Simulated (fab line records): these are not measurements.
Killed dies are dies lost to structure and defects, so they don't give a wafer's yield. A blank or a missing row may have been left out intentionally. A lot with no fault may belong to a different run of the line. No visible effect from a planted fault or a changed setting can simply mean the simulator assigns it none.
fab line records -- flow n5Finfet
[record] lots = 3, wafers = 9, lastDay = 18
route steps=1938 shown BEOL_M12@1625 BEOL_M13@1659 BEOL_M15@1830
lots that met no fault: from a run of the same line without faults
startH: the number of hours between the record's first day and the start of the first shown wafer of the lot -- waitH: hours since the lot's step before -- " unchanged from the row above -- L1.1+2: one row covering several wafers at once -- - no value present, or no start provided -- * or withheld: withheld -- < > ~ a bound
route shown NAME@n: names a module that has steps shown in the file, with the first one's number in the route -- usual: mean/standard deviation of fault-free wafers -- same: alike in all rows -- chamber/n: place in a boat -- sites: per-site readings -- _std_site: standard deviation of those values -- _edge_site: outer sites' mean less inner sites' -- radiusMm: for every site, how far away it sits from the centre of the wafer -- mask NAME#n: copy n -- behind: the most recent tool/chamber to have shaped the wafer -- hold: the reason the lot was held/the length of the hold in hours/how it ended -- device: which transistor (n, p or np) failed to switch -- end of line: tests of these same wafers at the route's end -- for a step that has no rows: nothing shown but its recipe -- killed: dies that structure and defects cost at the first sort, which is not the same as the wafer's yield -- map: the dies of a wafer, with x for killed, . for not killed, _ for no die there
set.NAME: setting as actually run; set.NAME@STEP: the setting as run at that earlier step -- model.NAME: the simulator's own value behind a step, which no gauge read
lots seen at some steps along the route; tables by step, rows by wafer
services: the hour from which a tool's chamber was out of use, counted from the record's first day as startH (under 0 if before that day), plus the number of hours and why
[[steps]]
[step N5_BEOL_M12_COAT_22]
[recipe] spinRpm = 2888, resistThkNm = 300
[step N5_BEOL_M12_EBR_24]
[recipe] solvent = PGMEA, ebrWidthMm = 1.5
[step N5_BEOL_M12_SOFTBAKE_23]
[recipe] tempC = 130, timeS = 60
[step N5_BEOL_M12_EXPOSE_25]
[recipe] maskId = M12, na = 0.93, sourceShape = conventional, sigmaOuter = 0.4, polarization = unpolarized, doseMj = 21.8
[step N5_BEOL_M12_PEB_26]
[recipe] pebTempC = 130, pebTimeS = 90
[step N5_BEOL_M12_DEVELOP_27]
[recipe] developTimeS = 45, rinseLiquid = diw, dry = airSpin, devTempC = 21
[step N5_BEOL_M12_HARDBAKE_32]
[recipe] tempC = 130, timeS = 120
[step N5_BEOL_M12_DESCUM_33]
[recipe] chemistry = O2, timeS = 7.9, sourcePowerW = 50, biasPowerW = 20, pressureMtorr = 20, rfFrequencyHz = 2.712e+07, tempC = 40, o2FlowSccm = 225
[step N5_BEOL_M12_ETCH_67]
[recipe] chemistry = CF4, target = SiARC, targetDepthA = 1430, timeS = 238.3, ionEnergyEv = 80, pressureMtorr = 40, sourceW = 545, biasW = 36, Ar_flow_sccm = 100, cf4FlowSccm = 100, ends = cleared
[step N5_BEOL_M12_ETCH_68]
[recipe] chemistry = N2/H2, target = SOC, maskMaterial = SiARC, sourceW = 3000, biasW = 350, tempC = 40, timeS = 285, ionEnergyEv = 200, pressureMtorr = 30, n2FlowSccm = 200, h2FlowSccm = 200
[usual] drypumpMotorCurrentA = 5.4/0.37, oesProductAu = 0.76/0.084, rfVppV = 523.5/3, showerheadPlenumPTorr = 2.53/0.099, throttleValvePct = 17.77/0.24
lot.wafer,tool,chamber,startH,waitH,drypumpMotorCurrentA,oesProductAu,rfHoursCounterH,rfVppV,showerheadPlenumPTorr,throttleValvePct,model.SiARC_of_BEOL_M12_COAT_66.thkNm
L531.1,rieDiel-05,1,259.23,0.1,5.5,0.72,215,518.9,2.42,17.98,85.4
L531.2,rieDiel-05,2,259.23,0.1,5.9,0.70,224,525.0,2.62,17.86,85.2
L531.5,rieDiel-05,3,259.23,0.1,5.7,0.84,-,527.5,2.70,17.66,85.4
L541.1,rieDiel-05,0,318.75,0.1,5.0,0.75,124,526.1,2.56,17.46,86.6
L541.2,rieDiel-05,1,318.75,0.1,5.5,0.50,237,520.1,2.41,18.02,97.2
L541.6,rieDiel-05,0,318.75,0.1,4.9,0.54,-,523.2,2.56,17.45,97.6
L549.1,rieDiel-04,2,383.69,0.1,4.8,0.80,118,522.9,2.44,17.64,85.8
L549.2,rieDiel-04,1,383.69,0.1,5.3,0.89,33,525.4,2.58,17.65,85.6
L549.3,rieDiel-04,3,383.69,0.1,5.7,1.00,1,528.3,2.72,17.50,85
[step N5_BEOL_M12_STRIP_69]
[recipe] chemistry = N2/H2, tempC = 40, n2FlowSccm = 200, h2FlowSccm = 200, rfFrequencyHz = 6e+07
[step N5_BEOL_M12_TRENCH_ETCH_34]
[recipe] chemistry = C4F8/O2/Ar, target = SiOC, targetDepthA = 3189.5, maskMaterial = SOC, pressureMtorr = 30, sourceW = 3000, biasW = 700, Ar_flow_sccm = 400, C4F8_flow_sccm = 15, O2_flow_sccm = 8, heInnerTorr = 15, heOuterTorr = 30, timeS = 125.5, ionEnergyEv = 250
[step N5_BEOL_M12_STRIP_70]
[recipe] chemistry = C4F8/O2/Ar, resist = SiARC, rfFrequencyHz = 6e+07
[step N5_BEOL_M12_STRIP_37]
[recipe] chemistry = N2/H2, powerW = 1000, tempC = 250, h2Frac = 0.65, overashFraction = 0.3, pressureMtorr = withheld, n2FlowSccm = 1750, h2FlowSccm = 3250
[step N5_BEOL_M12_ETCH_38]
[recipe] chemistry = CF4/N2, target = SiCN, targetDepthA = 687, taperDeg = 2, timeS = 73.4, ionEnergyEv = 150, maskMaterial = SiO2, pressureMtorr = 40, sourceW = 430, biasW = 70, Ar_flow_sccm = 100, cf4FlowSccm = 60, n2FlowSccm = 60
[step N5_BEOL_M12_PRECLEAN_39]
[recipe] chemistry = residueRemover, timeS = 60, tempC = 40
[step N5_BEOL_M12_SRD_40]
[recipe] timeS = 30, tempC = 23, rinseLiquid = diw, dry = n2Spin, spinRpm = 1500, dryTimeS = 30
[step N5_BEOL_M12_DEGAS_41]
[recipe] ambient = vacuum, tempC = 250, timeS = 60
[step N5_BEOL_M12_PRE_CLEAN_42]
[recipe] gas = H2/He, timeS = 30, tempC = 250
[step N5_BEOL_M12_SPUTTER_43]
[recipe] material = TaN, targetThkA = 150, tempC = 50, biasV = 168.6, powerW = 15000, chamberPressurePa = 0.12, timeS = 24.19
[step N5_BEOL_M12_SPUTTER_44]
[recipe] material = Ta, targetThkA = 100, tempC = 50, biasV = 80, powerW = 15000, chamberPressurePa = 0.07, timeS = 16.13
[step N5_BEOL_M12_SPUTTER_45]
[recipe] material = Cu, targetThkA = 800, tempC = -20, biasV = 60, powerW = 26000, chamberPressurePa = 0.13, timeS = 13.33
[step N5_BEOL_M12_ECD_47]
[recipe] material = Cu, targetThkA = 7200
[step N5_BEOL_M12_ANNEAL_48]
[recipe] tempC = 225, timeS = 90, ambient = N2
[step N5_BEOL_M12_CMP_49]
[recipe] stopOn = SiOC, tOverpolishS = 20.6, downForcePsi = 1, platenRpm = 50, clearingPlatenDownForcePsi = 1.5, clearingPlatenRpm = 50, postCmpClean = cuAlkaline, targetThkNm = 320, clearingPlatenPadVelocityMS = 0.99484, padVelocityMS = 0.99484
[step N5_BEOL_M12_PRE_CLEAN_52]
[recipe] gas = NH3, timeS = 15, tempC = withheld, rfPowerW = 300
[step N5_BEOL_M12_DEP_53]
[recipe] material = SiCN, targetThkA = 300, tempC = withheld, precursor = 3MS/NH3, pressureTorr = 3, rfW = 675, timeS = 10.5
[step N5_BEOL_M13_ILD_DEP_00]
[recipe] material = SiOC, targetThkA = 8379.2, tempC = 350, precursor = DEMS/O2, pressureTorr = 5, rfW = 500, timeS = 166.4
[step N5_BEOL_M13_COAT_58]
[recipe] resist = BARC, tempC = 205, timeS = 60, spinRpm = 1500, resistThkNm = 89
[step N5_BEOL_M13_COAT_04]
[recipe] spinRpm = 1625, resistThkNm = 400
[step N5_BEOL_M13_EBR_06]
[recipe] solvent = PGMEA, ebrWidthMm = 1.5
[step N5_BEOL_M13_SOFTBAKE_05]
[recipe] tempC = 130, timeS = 60
[step N5_BEOL_M13_EXPOSE_07]
[recipe] maskId = V12, na = 0.93, sourceShape = conventional, sigmaOuter = 0.6, polarization = unpolarized, attpsmPhaseDeg = 180, doseMj = 24.8
[step N5_BEOL_M13_PEB_08]
[recipe] pebTempC = 130, pebTimeS = 90
[step N5_BEOL_M15_RC_MEAS_101]
[usual] COMB_M10 = 1.45e-11/2.9e-12, COMB_M11 = 1.42e-11/2.7e-12, COMB_M12 = 6.3e-12/1.3e-12, COMB_M13 = 4.7e-12/9.7e-13, COMB_M14 = 3.6e-12/8.5e-13, COMB_M15 = 2.5e-12/6.5e-13, COMB_M5 = 3.6e-11/7.1e-12, COMB_M6 = 2.6e-11/5.5e-12, COMB_M7 = 2.4e-11/5.4e-12, COMB_M8 = 2.6e-11/4.7e-12, COMB_M9 = 1.5e-11/3e-12, SERP_M10 = 3.10/0.07, SERP_M11 = 3.06/0.083, SERP_M12 = 0.635/0.016, SERP_M12_max_site = 0.648/0.017, SERP_M13 = 0.309/0.0072, SERP_M14 = 0.164/0.0046, SERP_M5 = 39.9/1.6, SERP_M6 = 14.3/0.57, SERP_M6_max_site = 14.9/0.61, SERP_M7 = 13.8/0.56, SERP_M8 = 13.9/0.46, SERP_M9 = 3.07/0.08
lot.wafer,tool,chamber,startH,waitH,COMB_M10[S/m],COMB_M11[S/m],COMB_M12[S/m],COMB_M13[S/m],COMB_M14[S/m],COMB_M15[S/m],COMB_M5[S/m],COMB_M6[S/m],COMB_M7[S/m],COMB_M8[S/m],COMB_M9[S/m],SERP_M10[ohm/um],SERP_M11[ohm/um],SERP_M12[ohm/um],SERP_M12_max_site[ohm/um],SERP_M13[ohm/um],SERP_M14[ohm/um],SERP_M5[ohm/um],SERP_M6[ohm/um],SERP_M6_max_site[ohm/um],SERP_M7[ohm/um],SERP_M8[ohm/um],SERP_M9[ohm/um]
L531.1,prober-01,0,279.96,0.3,1.82e-11,1.3e-11,5.1e-12,3.4e-12,3.7e-12,2.4e-12,2.8e-11,3.2e-11,2.3e-11,2.9e-11,1.18e-11,3.17,2.97,0.632,0.647,0.317,0.170,39.3,14.1,15.0,13.2,14.0,3.19
L531.2,prober-01,0,279.96,0.3,9.3e-12,1.17e-11,5.9e-12,4.9e-12,2.7e-12,2.4e-12,2.7e-11,2.3e-11,1.9e-11,2.4e-11,1.29e-11,3.09,3.06,0.630,0.645,0.301,0.160,42.9,13.2,14.0,13.3,13.8,3.18
L531.5,prober-01,0,279.96,0.3,1.39e-11,1.96e-11,6.1e-12,5.8e-12,3.1e-12,1.5e-12,4.5e-11,2.8e-11,3.6e-11,3e-11,1.32e-11,3.14,3.08,0.647,0.653,0.320,0.168,38.8,14.3,14.9,13.7,13.9,3.14
L541.1,prober-01,0,340.78,0.3,1.33e-11,7.2e-12,5.2e-12,7e-12,1.9e-12,1.4e-12,3.7e-11,3.8e-11,2.4e-11,2.3e-11,1.91e-11,3.17,3.00,0.628,0.639,0.305,0.171,39.5,14.3,14.9,13.3,14.0,3.08
L541.2,prober-01,0,340.78,0.3,1.22e-11,9.9e-12,5.6e-12,3.9e-12,3.7e-12,2.7e-12,2.8e-11,3.8e-11,3.2e-11,2.1e-11,1.43e-11,3.16,3.14,0.680,0.704,0.299,0.156,38.1,15.2,15.9,14.5,13.6,2.98
L541.6,prober-01,0,340.78,0.3,1.61e-11,8.9e-12,4.7e-12,4.4e-12,2.3e-12,2.1e-12,2.9e-11,3.7e-11,3.5e-11,1.9e-11,1.62e-11,3.26,3.07,0.696,0.704,0.303,0.160,41.5,14.8,15.8,14.6,13.5,2.96
L549.1,prober-01,0,407.95,0.0,1.25e-11,1.25e-11,6.3e-12,3.3e-12,4.1e-12,2.1e-12,3.1e-11,2.5e-11,2.7e-11,2.9e-11,1.23e-11,3.03,3.01,0.636,0.654,0.306,0.164,37.2,13.5,14.3,14.0,12.7,3.01
L549.2,prober-01,0,407.95,0.0,1.11e-11,1.96e-11,7.6e-12,4.3e-12,3.2e-12,1.5e-12,3.4e-11,2.7e-11,2e-11,2.8e-11,1.19e-11,3.04,3.13,0.619,0.635,0.302,0.171,37.7,13.8,14.4,13.2,14.1,2.97
L549.3,prober-01,0,407.95,0.0,1.33e-11,1.5e-11,7.1e-12,4.5e-12,3.4e-12,3.4e-12,4.3e-11,2.7e-11,3e-11,2.5e-11,1.4e-11,3.06,3.03,0.611,0.619,0.311,0.169,37.4,13.4,14.4,13.2,14.3,3.09
// sites SERP_M12 radiusMm=0,75,75,75,75,140,140,140,140
L531.1 0.623 0.632 0.639 0.625 0.647 0.641 0.627 0.641 0.623
L541.1 0.627 0.621 0.628 0.627 0.629 0.638 0.626 0.630 0.639
L549.1 0.637 0.634 0.654 0.627 0.636 0.635 0.638 0.632 0.652
[[services]]
tool,chamber,startH,hours,kind
rieDiel-05,1,253.43,2.5,repair
rieDiel-05,-,278.82,0.5,repair
rieDiel-05,2,282.21,3.3,repair
rieDiel-04,1,289.29,-,clean
rieDiel-04,1,289.29,-,consumableReplace:focusRing
rieDiel-04,1,289.29,17.8,scheduledDown
rieDiel-04,1,289.29,17.8,ventCycle
rieDiel-04,0,330.12,3.0,repair
rieDiel-05,2,333.81,16.7,repair
rieDiel-04,0,341.05,-,clean
rieDiel-04,0,341.05,-,consumableReplace:focusRing
rieDiel-04,0,341.05,-,consumableReplace:showerhead
rieDiel-04,0,341.05,16.7,scheduledDown
rieDiel-04,3,346.95,4.0,repair
rieDiel-05,2,354.23,-,clean
rieDiel-05,2,354.23,-,consumableReplace:focusRing
rieDiel-05,2,354.23,18.1,scheduledDown
rieDiel-05,2,354.23,18.1,ventCycle
rieDiel-05,-,364.22,2.8,pm
rieDiel-05,1,372.37,-,clean
rieDiel-05,1,372.37,-,consumableReplace:focusRing
rieDiel-05,1,372.37,-,consumableReplace:showerhead
rieDiel-05,1,372.37,20.7,scheduledDown
rieDiel-05,1,372.37,20.7,ventCycle
[[key]]
[firstSign] step = N5_BEOL_M12_ETCH_68, reading = oesProductAu, direction = down, sigmas = 2.9, usual = 0.76, struck = 0.52
[effect] step = N5_BEOL_M15_RC_MEAS_101, reading = SERP_M12, direction = up, sigmas = 3.3, usual = 0.635, struck = 0.688
[modelEffect] step = N5_BEOL_M12_ETCH_68, value = SiARC_of_BEOL_M12_COAT_66.thkNm, without = 86.4, struck = 97.4
metAt N5_BEOL_M12_ETCH_68
struckWafers L541.2,L541.6
onsetBetween 259.23 318.75
[fault] kind = processParameterDrift, tool = rieDiel-05, chamber = -, onsetH = 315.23, steps = N5_BEOL_M12_ETCH_68, channel = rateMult, offset = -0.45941, shape = step, endH = 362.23, scope = struckWafersOnly
